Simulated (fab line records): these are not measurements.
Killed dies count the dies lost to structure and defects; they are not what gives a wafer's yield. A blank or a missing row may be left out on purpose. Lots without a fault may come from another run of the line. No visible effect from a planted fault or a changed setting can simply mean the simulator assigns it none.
fab line records	flow n5Finfet
record: lots: 4	wafers: 12	lastDay: 16
route steps=1938 shown SD_EPI_N@274 SD_EPI_P@295 BEOL_M4@1111 PASSIVATION@1936
lots that met no fault: taken from a fault-free run of the same line
startH: hours from the record's first day to the start of the lot's first wafer shown	waitH: how many hours have passed since the lot's step before this one	" identical to the entry in the row above	L1.1+2: one row covering several wafers at once	- no value, or no start given	* or withheld: withheld	< > ~ a bound
route shown NAME@n: names a module that has steps shown in the file, with the first one's number in the route	usual: the fault-free wafers' mean and standard deviation	same: alike in all rows	chamber/n: place in a boat	sites: per-site readings	_std_site: the values' standard deviation	_edge_site: the outer-site mean with the inner-site mean subtracted	radiusMm: for every site, how far away it sits from the centre of the wafer	mask NAME#n: copy n	behind: tool/chamber where the wafer was last shaped	hold: reason for holding the lot/hours on hold/outcome of the hold	device: which transistor (n, p or np) failed to switch	end of line: tests run on the same wafers once the route is complete	where a step has no rows: the recipe by itself	killed: not the wafer's yield, but the dies lost to structure and defects at the first sort	map: dies across one wafer; x = killed, . = not, _ = none there
set.NAME: the run value of the setting; set.NAME@STEP: its run value at that earlier step	model.NAME: the simulator's own value behind a step, which no gauge read
certain route steps with their lots: each step a table, each wafer a row
== steps ==
step: N5_SD_EPI_N_ETCH_34
recipe: chemistry: CF4	target: SiARC	targetDepthA: 455	maskMaterial: CAR-ArF-block	timeS: 75.8	ionEnergyEv: 80	pressureMtorr: 40	sourceW: 545	biasW: 36	Ar_flow_sccm: 100	cf4FlowSccm: 100	ends: cleared
step: N5_SD_EPI_N_ETCH_35
recipe: chemistry: N2/H2	target: SOC	overetchA: 1080	maskMaterial: SiARC	tempC: 40	ionEnergyEv: 100	sourceW: 3000	biasW: 133	pressureMtorr: 20	timeS: 486	n2FlowSccm: 200	h2FlowSccm: 200
step: N5_SD_EPI_N_STRIP_36
recipe: chemistry: N2/H2	tempC: 40	n2FlowSccm: 200	h2FlowSccm: 200	rfFrequencyHz: 6e+07
step: N5_SD_EPI_N_ETCHBACK_44
recipe: chemistry: CH3F/O2	mode: anisotropicEtchback	target: SiNx	targetDepthA: 145	stopOn: SiO2	overEtchFrac: 0.3	ionEnergyEv: 120	pressureMtorr: 30	sourceW: 395	biasW: 73	Ar_flow_sccm: 150	CH3F_flow_sccm: 30	O2_flow_sccm: 20
step: N5_SD_EPI_N_ETCH_45
recipe: chemistry: CH3F/O2	target: SiOCN	targetDepthA: 60	maskMaterial: SOC	ionEnergyEv: 60	biasW: 29	pressureMtorr: 15	sourceW: 410	Ar_flow_sccm: 150	CH3F_flow_sccm: 30	O2_flow_sccm: 20
step: N5_SD_EPI_N_ETCH_16
recipe: chemistry: CHF3/O2	target: SiO2	targetDepthA: 50	maskMaterial: SOC	pressureMtorr: 30	sourceW: 650	biasW: 170	Ar_flow_sccm: 200	CHF3_flow_sccm: 50	O2_flow_sccm: 5	ionEnergyEv: 200
step: N5_SD_EPI_N_STRIP_47
recipe: chemistry: CHF3/O2	resist: SiARC	rfFrequencyHz: 6e+07
step: N5_SD_EPI_N_SD_RECESS_17
recipe: chemistry: HBr/Cl2/O2	targetDepthA: 410	maskMaterial: SOC	timeS: 23.7	btTimeS: 3	pressureMtorr: 10	icpW: 800	biasW: 112	HBr_flow_sccm: 150	Cl2_flow_sccm: 80	O2_flow_sccm: 12
step: N5_SD_EPI_N_STRIP_38
recipe: chemistry: N2/H2	powerW: 1000	tempC: 250	h2Frac: 0.65	overashFraction: 0.3	pressureMtorr: withheld	n2FlowSccm: 1750	h2FlowSccm: 3250
step: N5_SD_EPI_N_WET_ETCH_43
recipe: chemistry: dHF	dilution: withheld	timeS: 14	target: SiO2	targetDepthA: 15	tempC: 25
step: N5_SD_EPI_N_STRIP_18
recipe: chemistry: SPM	timeS: 750	tempC: 130	h2so4H2o2VolRatio: 4
step: N5_SD_EPI_N_SRD_20
recipe: dry: ipaMarangoni	doPpb: 5	timeS: 30	tempC: 23	rinseLiquid: diw
step: N5_SD_EPI_N_PRECLEAN_48
recipe: chemistry: NF3:NH3	afsCycles: 2	tempC: 30	timeS: 20	sublimationTempC: 180	sublimationTimeS: 60	pressureTorr: 3	rfPowerW: 30
usual: chamberPressureTorr: 3.000/0.006	susceptorTempC: 30.01/0.11
lot.wafer	tool	chamber	startH	waitH	chamberPressureTorr	susceptorTempC
L603.1	epiRpcvd-04	0	56.63	0.0	2.999	29.91
L603.2	"	0	"	"	3.000	30.00
L603.5	"	0	"	"	2.995	30.04
L605.1	epiRpcvd-04	0	69.88	0.0	2.996	30.03
L605.2	"	0	"	"	2.990	30.12
L605.3	"	0	"	"	3.005	30.11
L606.3	epiRpcvd-04	0	75.35	0.2	3.011	30.15
L606.5	"	0	"	"	3.004	29.98
L606.6	"	0	"	"	3.009	30.04
L619.2	epiRpcvd-03	0	151.87	0.1	3.001	30.05
L619.4	"	0	"	"	2.996	29.87
L619.5	"	0	"	"	2.999	30.06
step: N5_SD_EPI_N_VAPOR_ETCH_50
recipe: chemistry: HCl	target: Si	tempC: 775	timeS: 54	pressureTorr: 20	mode: isotropic
step: N5_SD_EPI_N_EPI_21
recipe: material: Si:P	dopant: P	tempC: 680	pressureTorr: 255	timeS: 690
step: N5_SD_EPI_N_PRECLEAN_24
recipe: chemistry: O3/DIW	timeS: 60	tempC: 22	o3Ppm: 10
step: N5_SD_EPI_N_SRD_25
recipe: timeS: 30	tempC: 23	rinseLiquid: diw	dry: ipaMarangoni
step: N5_SD_EPI_N_PRECLEAN_49
recipe: chemistry: NF3:NH3	afsCycles: 1	tempC: 30	timeS: 20	sublimationTempC: 180	sublimationTimeS: 60	pressureTorr: 3	rfPowerW: 30
step: N5_SD_EPI_N_LINER_46
recipe: material: SiNx	targetThkA: 30	tempC: 400	aldPrecursorFamily: SiH2I2	aldCoReactant: N2/H2-plasma	pressureTorr: 2
step: N5_SD_EPI_N_INSPECT_26
recipe: inspectInstrument: darkfield	mode: postEpi
usual: rawDefectCount: 204/43
lot.wafer	tool	chamber	startH	waitH	rawDefectCount
L603.1	defectInspect-01	-	60.87	0.1	211
L603.2	"	-	"	"	208
L603.5	"	-	"	"	191
L605.1	defectInspect-01	-	72.75	0.1	1367
L605.2	"	-	"	"	1407
L605.3	"	-	"	"	1397
L606.3	defectInspect-02	-	78.30	0.1	1515
L606.5	"	-	"	"	1503
L606.6	"	-	"	"	1470
L619.2	defectInspect-02	-	154.77	0.1	187
L619.4	"	-	"	"	181
L619.5	"	-	"	"	254
step: N5_SD_EPI_P_COAT_34
recipe: resist: SOC	tempC: 250	timeS: 60	spinRpm: 1500	resistThkNm: 350
step: N5_SD_EPI_P_COAT_35
recipe: resist: SiARC	tempC: 220	timeS: 60	spinRpm: 1500	resistThkNm: 35
step: N5_SD_EPI_P_COAT_03
recipe: resist: CAR-ArF-block	spinRpm: 1500	resistThkNm: 150
step: N5_SD_EPI_P_EBR_05
recipe: solvent: PGMEA	ebrWidthMm: 1.5
step: N5_SD_EPI_P_SOFTBAKE_04
recipe: tempC: 110	timeS: 60	resist: CAR-ArF-block
step: N5_SD_EPI_P_EXPOSE_06
recipe: maskId: SD_P_BLK	na: 1.35	sourceShape: conventional	sigmaOuter: 0.8	polarization: unpolarized	targetCdNm: 240	doseMj: 39.5
step: N5_SD_EPI_P_PEB_07
recipe: pebTempC: 110	pebTimeS: 60	resist: CAR-ArF-block
step: N5_SD_EPI_P_DEVELOP_08
recipe: developTimeS: 30	developer: TMAH	resist: CAR-ArF-block	devTempC: 23	rinseLiquid: diw	dry: airSpin
step: N5_SD_EPI_P_INSPECT_11
recipe: mode: adi	inspectInstrument: macro
usual: rawDefectCount: 2.0/1.3
lot.wafer	tool	chamber	startH	waitH	rawDefectCount
L603.1	defectInspect-01	-	63.16	0.0	1
L603.2	"	-	"	"	2
L603.5	"	-	"	"	0
L605.1	defectInspect-02	-	73.08	0.0	>300
L605.2	"	-	"	"	>300
L605.3	"	-	"	"	>300
L606.3	defectInspect-01	-	78.63	0.0	>300
L606.5	"	-	"	"	>300
L606.6	"	-	"	"	>300
L619.2	defectInspect-01	-	155.10	0.0	2
L619.4	"	-	"	"	2
L619.5	"	-	"	"	2
step: N5_SD_EPI_P_DESCUM_14
recipe: chemistry: O2	timeS: 7.9	sourcePowerW: 50	biasPowerW: 20	pressureMtorr: 20	rfFrequencyHz: 2.712e+07	tempC: 40	resist: CAR-ArF-block	o2FlowSccm: 225
step: N5_SD_EPI_P_ETCH_36
recipe: chemistry: CF4	target: SiARC	targetDepthA: 455	maskMaterial: CAR-ArF-block	timeS: 75.8	ionEnergyEv: 80	pressureMtorr: 40	sourceW: 545	biasW: 36	Ar_flow_sccm: 100	cf4FlowSccm: 100	ends: cleared
step: N5_SD_EPI_P_ETCH_37
recipe: chemistry: N2/H2	target: SOC	overetchA: 1080	maskMaterial: SiARC	tempC: 40	ionEnergyEv: 100	sourceW: 3000	biasW: 133	pressureMtorr: 20	timeS: 486	n2FlowSccm: 200	h2FlowSccm: 200	ends: endPoint
step: N5_SD_EPI_P_STRIP_38
recipe: chemistry: N2/H2	tempC: 40	n2FlowSccm: 200	h2FlowSccm: 200	rfFrequencyHz: 6e+07
step: N5_SD_EPI_P_ETCHBACK_46
recipe: chemistry: CH3F/O2	mode: anisotropicEtchback	target: SiNx	targetDepthA: 175	stopOn: SiO2	overEtchFrac: 0.3	ionEnergyEv: 120	pressureMtorr: 30	sourceW: 395	biasW: 73	Ar_flow_sccm: 150	CH3F_flow_sccm: 30	O2_flow_sccm: 20
step: N5_SD_EPI_P_ETCH_47
recipe: chemistry: CH3F/O2	target: SiOCN	targetDepthA: 250	maskMaterial: SOC	ionEnergyEv: 60	biasW: 29	pressureMtorr: 30	sourceW: 410	Ar_flow_sccm: 150	CH3F_flow_sccm: 30	O2_flow_sccm: 20
step: N5_SD_EPI_P_ETCH_16
recipe: chemistry: CHF3/O2	target: SiO2	targetDepthA: 50	maskMaterial: SOC	pressureMtorr: 30	sourceW: 650	biasW: 170	Ar_flow_sccm: 200	CHF3_flow_sccm: 50	O2_flow_sccm: 5	ionEnergyEv: 200
step: N5_SD_EPI_P_STRIP_50
recipe: chemistry: CHF3/O2	resist: SiARC	rfFrequencyHz: 6e+07
step: N5_SD_EPI_P_SD_RECESS_17
recipe: chemistry: HBr/Cl2/O2	targetDepthA: 391	btTimeS: 3	pressureMtorr: 10	icpW: 800	biasW: 112	HBr_flow_sccm: 150	Cl2_flow_sccm: 80	O2_flow_sccm: 12
step: N5_SD_EPI_P_WET_ETCH_45
recipe: chemistry: dHF	dilution: withheld	timeS: 10.7	target: SiO2	targetDepthA: 20	tempC: 25	dry: ipaMarangoni	rinseTimeS: 30	rinseTempC: 23
step: N5_SD_EPI_P_INSPECT_26
recipe: inspectInstrument: darkfield	mode: postEpi
usual: rawDefectCount: 182/38
lot.wafer	tool	chamber	startH	waitH	rawDefectCount
L603.1	defectInspect-01	-	69.02	0.0	206
L603.2	"	-	"	"	184
L603.5	"	-	"	"	177
L605.1	defectInspect-02	-	78.06	0.0	1364
L605.2	"	-	"	"	1472
L605.3	"	-	"	"	1413
L606.3	defectInspect-02	-	82.41	0.0	1542
L606.5	"	-	"	"	1484
L606.6	"	-	"	"	1452
L619.2	defectInspect-02	-	158.86	0.0	146
L619.4	"	-	"	"	157
L619.5	"	-	"	"	180
step: N5_BEOL_M4_RC_MEAS_101
usual: DIBL_N: 36.7/2.6	DIBL_P: 36.9/2.8	IOFF_N: 0.17/0.043	IOFF_P: 0.22/0.05	ION_N: 678/15	ION_P: 465/9.2	SS_N: 71.6/0.79	SS_P: 73.5/0.82	VT_N: 250/3.9	VT_P: -250/3.7
lot.wafer	tool	chamber	startH	waitH	DIBL_N[mV/V]	DIBL_P[mV/V]	IOFF_N[nA/um]	IOFF_P[nA/um]	ION_N[uA/um]	ION_P[uA/um]	SS_N[mV/dec]	SS_P[mV/dec]	VT_N[mV]	VT_P[mV]
L603.1	prober-02	0	195.09	0.0	33.3	33.9	0.12	0.18	674	464	71.7	73.1	255	-250
L603.2	"	0	"	"	34.7	35.5	0.14	0.21	659	462	71.4	72.5	254	-250
L603.5	"	0	"	"	35.0	36.5	0.16	0.22	697	474	71.8	72.6	250	-247
L606.3	prober-01	0	197.75	0.3	36.7	35.3	0.16	0.18	667	451	72.4	73.2	251	-253
L606.5	"	0	"	"	40.1	39.2	0.23	0.23	686	461	73.2	74.4	246	-252
L606.6	"	0	"	"	38.6	39.1	0.21	0.24	708	473	72.6	73.9	244	-248
L605.1	prober-02	0	203.06	0.0	38.1	38.2	0.19	0.25	675	466	71.3	73.5	247	-248
L605.2	"	0	"	"	37.5	36.9	0.18	0.22	689	464	71.4	73.6	247	-248
L605.3	"	0	"	"	38.5	38.1	0.19	0.26	688	478	71.6	74.0	247	-247
L619.2	prober-01	0	272.87	0.2	38.8	36.7	0.17	0.20	674	453	72.2	73.7	249	-250
L619.4	"	0	"	"	38.7	37.6	0.19	0.22	670	459	72.5	73.7	248	-249
L619.5	"	0	"	"	39.7	39.8	0.23	0.26	712	475	72.1	73.3	243	-249
step: N5_PASSIVATION_PROBE_49
usual: defectLimitedYield: 91.0/1.4	killed_at_M0_to_M3: 36/9.6	killed_at_M4_up: 14/6.1	killedAtContacts: 13/6.6	killedAtFrontEnd: 40/11	killedAtOther: 3.2/2.9	killedDies: 106/17	killedOnRim: 14/3.9	killedOpen: 71/12	killedShort: 33/7.3	sort_bin_4_leakage: 0.02/0.11	sort_bin_5_function: 5.3/1	sort_bin_6_memory: 3.4/0.68	sortNPass: 1073/19	sortYieldPct: 91.0/1.6
same: grossDies: 1180	killedAtBackSide: 0	sort_bin_8_speed[%]: 0
lot.wafer	tool	chamber	startH	waitH	defectLimitedYield[%]	killed_at_M0_to_M3	killed_at_M4_up	killedAtContacts	killedAtFrontEnd	killedAtOther	killedDies	killedOnRim	killedOpen	killedShort	sort_bin_4_leakage[%]	sort_bin_5_function[%]	sort_bin_6_memory[%]	sortNPass	sortYieldPct[%]
L606.3	prober-02	-	302.90	0.1	85.8	26	6	16	114	5	167	28	75	31	0	8.1	4.0	1013	85.8
L606.5	prober-02	-	303.00	0.2	88.6	24	9	6	94	2	135	27	56	17	0	5.9	3.1	1045	88.6
L606.6	prober-02	-	303.05	0.3	85.6	35	18	4	110	3	170	29	70	36	0	8.0	4.2	1010	85.6
L603.1	prober-01	-	305.79	0.0	91.1	23	9	12	57	4	105	17	70	34	0	5.3	3.3	1075	91.1
L603.2	prober-01	-	305.84	0.1	88.1	31	19	9	81	0	140	13	86	53	0	7.5	3.9	1040	88.1
L603.5	prober-01	-	305.99	0.2	90.8	29	14	15	47	4	109	18	76	31	0	4.9	4.1	1071	90.8
L605.1	prober-01	-	315.19	0.0	86.6	34	11	8	100	5	158	28	73	30	0	7.7	3.6	1022	86.6
L605.2	prober-01	-	315.24	0.1	86.9	29	14	4	94	14	155	27	65	18	0	7.9	3.0	1025	86.9
L605.3	prober-01	-	315.29	0.1	86.2	35	13	10	99	6	163	31	77	32	0	7.2	4.5	1017	86.2
L619.2	prober-01	-	385.30	0.1	89.8	51	20	12	34	3	120	22	67	49	0	6.0	3.8	1060	89.8
L619.4	prober-01	-	385.40	0.2	92.4	27	11	18	29	5	90	12	61	27	0	5.1	2.3	1090	92.4
L619.5	prober-01	-	385.45	0.2	89.8	40	15	28	34	3	120	19	75	44	0.08	5.9	3.6	1059	89.7
killed by level:class
L606.3 SD_EPI_N:unspecified=59 FIN_SAQP:geometricParticle:open=15 MOL_CONTACT_COAG:geometricParticle:open=12 BEOL_M3:geometricParticle:open=12 STI_FIN_REVEAL:geometricParticle:open=11 FIN_SAQP:geometricParticle:short=10 MOL_CONTACT_COAG:geometricParticle:short=4 BEOL_M0_SAQP:geometricParticle:open=4
L606.5 SD_EPI_N:unspecified=60 FIN_SAQP:geometricParticle:open=12 BEOL_M2:geometricParticle:open=11 STI_FIN_REVEAL:geometricParticle:open=9 BEOL_M3:geometricParticle:open=5 FIN_SAQP:geometricParticle:short=4 MOL_CONTACT_COAG:geometricParticle:open=4 BEOL_M4:geometricParticle:open=4
L606.6 SD_EPI_N:unspecified=63 FIN_SAQP:geometricParticle:open=11 STI_FIN_REVEAL:geometricParticle:open=10 BEOL_M0_SAQP:geometricParticle:short=8 BEOL_M2:geometricParticle:open=7 BEOL_M1:geometricParticle:open=6 DUMMY_GATE:geometricParticle:open=6 BEOL_M0_SAQP:geometricParticle:open=6
L603.1 STI_FIN_REVEAL:geometricParticle:open=23 MOL_CONTACT_COAG:geometricParticle:open=11 BEOL_M2:geometricParticle:open=8 FIN_SAQP:geometricParticle:open=6 FIN_SAQP:geometricParticle:short=5 STI_FIN_REVEAL:geometricParticle:short=5 GATE_CUT:geometricParticle:short=4 STARTING-WAFER:geometricParticle:open=4
L603.2 FIN_SAQP:geometricParticle:open=22 STI_FIN_REVEAL:geometricParticle:open=21 FIN_SAQP:geometricParticle:short=20 BEOL_M4:geometricParticle:open=13 MOL_CONTACT_COAG:geometricParticle:open=9 STI_FIN_REVEAL:geometricParticle:short=7 BEOL_M0_SAQP:geometricParticle:short=6 GATE_CUT:geometricParticle:short=5
L603.5 STI_FIN_REVEAL:geometricParticle:open=15 MOL_CONTACT_COAG:geometricParticle:open=13 BEOL_M2:geometricParticle:open=9 FIN_SAQP:geometricParticle:short=8 FIN_SAQP:geometricParticle:open=8 BEOL_M3:geometricParticle:open=5 BEOL_M5:geometricParticle:open=5 BEOL_M0_SAQP:geometricParticle:short=4
L605.1 SD_EPI_N:unspecified=54 BEOL_M2:geometricParticle:open=11 STI_FIN_REVEAL:geometricParticle:open=10 GATE_CUT:geometricParticle:open=7 MOL_CONTACT_COAG:geometricParticle:open=7 FIN_SAQP:geometricParticle:open=5 BEOL_M5:geometricParticle:open=5 BEOL_M3:geometricParticle:open=5
L605.2 SD_EPI_N:unspecified=59 BEOL_M2:geometricParticle:open=12 PASSIVATION:areaEtch=12 STI_FIN_REVEAL:geometricParticle:open=10 FIN_SAQP:geometricParticle:open=8 BEOL_M3:geometricParticle:open=8 BEOL_M5:geometricParticle:open=6 BEOL_M4:geometricParticle:open=6
L605.3 SD_EPI_N:unspecified=53 BEOL_M1:geometricParticle:open=8 DUMMY_GATE:geometricParticle:open=8 MOL_CONTACT_COAG:geometricParticle:open=8 STI_FIN_REVEAL:geometricParticle:open=7 BEOL_M4:geometricParticle:open=7 FIN_SAQP:geometricParticle:open=6 BEOL_M0_SAQP:geometricParticle:open=6
L619.2 BEOL_M1:geometricParticle:open=14 BEOL_M0_SAQP:geometricParticle:short=13 BEOL_M0_SAQP:geometricParticle:open=12 MOL_CONTACT_COAG:geometricParticle:open=9 FIN_SAQP:geometricParticle:open=7 FIN_SAQP:geometricParticle:short=7 GATE_CUT:geometricParticle:short=7 BEOL_M1:geometricParticle:short=6
L619.4 MOL_CONTACT_COAG:geometricParticle:open=15 FIN_SAQP:geometricParticle:short=9 FIN_SAQP:geometricParticle:open=8 BEOL_M1:geometricParticle:open=6 STARTING-WAFER:geometricParticle:short=5 BEOL_M0_SAQP:geometricParticle:open=5 BEOL_M4:geometricParticle:open=5 BEOL_M0:geometricParticle:open=4
L619.5 MOL_CONTACT_COAG:geometricParticle:open=24 BEOL_M0_SAQP:geometricParticle:short=14 BEOL_M0_SAQP:geometricParticle:open=10 FIN_SAQP:geometricParticle:short=6 BEOL_M4:geometricParticle:open=6 GATE_CUT:geometricParticle:short=6 FIN_SAQP:geometricParticle:open=5 BEOL_M1:geometricParticle:open=5
map L605.3 (x killed, . not)
_________________............________________
______________x................._____________
___________.......x....x...x...x...__________
__________.......x..........x......._________
________....................x......x.._______
_______..x............x........x.....xx______
______.........x...............x....x..._____
_____......x......x......................____
____........................x.............___
___.........x....x...x....x..x........x....__
___x..................................x....__
__.......x.........x.......x..............x._
__..................x....x.....x...........x_
_.......x...........xx.........x.x..x...x....
_..................x..x................xx....
_.x.................................x.......x
_.....................x......x......xx.......
_.........................x...............x.x
_.x.x...x.....................x.......x...xxx
_....x........x........x................xxxxx
_.............................x.......xxxxxxx
__.xx.......x..x.......x..xxx........xxxxxxx_
__.....x.....x...x..........x........xxxxxxx_
___...................x.............xxxxxxx__
___..x.............................x.xxxxxx__
____x...x...x.x......................xxxxx___
_____...x...........x........x........xxx____
______.......x......x..x...x......x..xxx_____
_______..........x.....xx.............x______
________.............x........x..xx.x._______
__________.........x.x..x.x...x..x.._________
___________......................x.__________
______________.................._____________
_________________......x.....________________
map L606.6 (x killed, . not)
_________________............________________
______________x.........x......._____________
___________....x......xx...x.......__________
__________x.....................x..._________
________x............................._______
_______..........................x...x.______
______x....x................x..........._____
_____..........x....................xx...____
____......x......x..x......x......x.......___
___..x.....................................__
___....x..x........x.............x.........__
__...x....x......................x........x._
__....x.......x.........x.............x....x_
_.......x..xx.....x.x................x.......
_............x......................xx.x.....
_......xx......x.............................
_.....x..x...........x.....................x.
_............x..........x....xx..........xxxx
_.........x...x..x.x..x.............x..xx.xxx
_....................xx..x...x........xx.xxxx
_x..xx...x.....x....................x.xxxxxxx
__..............................xx...xxxxxxx_
__...........................x....x..xxxxxxx_
___..x....x.x........x..x..........x.xxxxxx__
___x..x.............................xxxxxxx__
____........xx...........x......x.x..xxxxx___
_____.....x.x.................xx...x.xxxx____
______............x...........x.x....xxx_____
_______.............x................x.______
________.....x...x....x.x............._______
__________....................x....._________
___________.................x......__________
______________..x.......x....x.._____________
_________________............________________
== key ==
firstSign: step: N5_SD_EPI_N_INSPECT_26	reading: rawDefectCount	direction: up	sigmas: 29	usual: 204	struck: 1443
effect: step: N5_SD_EPI_P_INSPECT_11	reading: rawDefectCount	direction: up	sigmas: 99+	usual: 2.0	struck: >300
effect: step: N5_SD_EPI_P_INSPECT_26	reading: rawDefectCount	direction: up	sigmas: 33	usual: 182	struck: 1454
effect: step: N5_PASSIVATION_PROBE_49	reading: killedAtFrontEnd	direction: up	sigmas: 5.6	usual: 40	struck: 102
moreKillsBornAt: N5_SD_EPI_N_PRECLEAN_48@epiRpcvd-04: 348
metAt N5_SD_EPI_N_PRECLEAN_48
struckWafers L605.1,L605.2,L605.3,L606.3,L606.5,L606.6
baselineLoss: step: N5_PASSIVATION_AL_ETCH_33	wafers: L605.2
onsetBetween 56.63 69.88
fault: kind: chamberParticleSource	tool: epiRpcvd-04	chamber: -	onsetH: 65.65	steps: N5_SD_EPI_N_PRECLEAN_48	ratePerVisitCm2: 1.9036	endH: 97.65
baselineLoss: these wafers lose ten dies or more at that step, a loss of the line's own and not of a fault; the sort's usual values leave them out
